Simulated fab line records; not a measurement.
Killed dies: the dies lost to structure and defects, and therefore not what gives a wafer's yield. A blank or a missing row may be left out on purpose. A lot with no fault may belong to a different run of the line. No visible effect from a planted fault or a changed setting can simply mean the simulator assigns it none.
Matching of chambers ; flow nand harc ; NHARC_A_M0_CMP_23 on cmp-04 has 4 sister chambers
The step polishes, t overpolish 20 s, target thk 113.75 nm. 8 wafers are shown with their chamber, then 8 later ones without.

WAFERS WITH THEIR CHAMBER
wafer;chamber;motor current A (A);time to endpoint s (s)
L077.1;0;13.4;31.6
L081.3;1;10.6;32.4
L084.2;1;10.7;29.4
L084.6;3;11.7;28.9
L087.2;3;11.0;28.5
L087.3;2;10.5;29.1
L087.4;0;14.1;28.4
L089.1;2;11.1;27.4

WAFERS WITHOUT THEIR CHAMBER
wafer;motor current A (A);time to endpoint s (s)
L089.2;13.5;27.0
L089.4;10.8;27.1
L093.1;11.1;31.3
L093.3;11.9;31.7
L093.5;13.5;28.1
L094.3;14.6;28.5
L094.4;11.5;29.1
L094.5;11.1;28.7

THE CHAMBER EACH PASSED THROUGH
wafer;from the rows above;in truth
L089.2;0;0
L089.4;can't be placed: 2 or 3 or 1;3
L093.1;can't be placed: 1 or 3 or 2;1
L093.3;can't be placed: 3 or 1 or 2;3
L093.5;0;0
L094.3;0;0
L094.4;can't be placed: 3 or 2 or 1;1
L094.5;can't be placed: 3 or 2 or 1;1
Correct placement for 3 of the 8. Unplaceable from these rows: 5, with the true chamber sitting among the candidates in 5. Placed wrongly: 0.
How it was worked out, from the rows above alone: a wafer's distance from a chamber is the root of the sum, over the readings, of the square of ((its reading less the chamber's mean) divided by the reading's scatter). If the next closest chamber is less than 2 further off than the closest, the wafer can't be placed; otherwise it belongs to the closest. Each chamber's mean is taken over the wafers shown for it. The scatter is the square root of a quotient: the sum, over the shown wafers, of each reading's squared deviation from its chamber's mean, divided by wafers minus chambers.
